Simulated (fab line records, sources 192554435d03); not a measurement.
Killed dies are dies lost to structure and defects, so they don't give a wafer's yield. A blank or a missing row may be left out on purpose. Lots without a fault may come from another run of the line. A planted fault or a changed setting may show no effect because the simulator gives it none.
Chamber matching | flow n5_finfet | N5_DUMMY_GATE_STRIP_48 on rie_diel-05: 4 sister chambers
The step strips in N2/H2, time 20 s. 4 wafers are shown with their chamber, then 10 later ones without.

WAFERS WITH THEIR CHAMBER
wafer  | chamber | showerhead_plenum_p_Torr (Torr)
L080.3 | 2       | 3.47
L090.1 | 3       | 3.51
L091.2 | 1       | 3.22
L091.3 | 0       | 3.25

WAFERS WITHOUT THEIR CHAMBER
wafer  | showerhead_plenum_p_Torr (Torr)
L091.6 | 3.22
L092.2 | 3.22
L092.3 | 3.50
L092.4 | 3.22
L096.1 | 3.25
L096.3 | 3.50
L096.5 | 3.46
L097.1 | 3.21
L097.3 | 3.50
L097.5 | 3.46

WHICH CHAMBER EACH WENT THROUGH
wafer  | from the rows above | in truth
L091.6 | 1                   | 1
L092.2 | 1                   | 1
L092.3 | 3                   | 3
L092.4 | 1                   | 1
L096.1 | 0                   | 0
L096.3 | 3                   | 3
L096.5 | 2                   | 2
L097.1 | 1                   | 1
L097.3 | 3                   | 3
L097.5 | 2                   | 2
Placed correctly: 10 of 10. Can't be placed from these rows: 0. Placed wrongly: 0.
How it was worked out, from the rows above alone: a wafer's distance from a chamber is the root of the sum, over the readings, of the square of ((its reading less the chamber's mean) divided by the reading's scatter). The wafer belongs to the nearest chamber; if the next one is less than 2 further off, it can't be placed. A chamber's mean is the mean of its shown wafers. The scatter: with one shown wafer a chamber, the root of the mean of the squares of how far each hidden wafer lies from its nearest shown one.
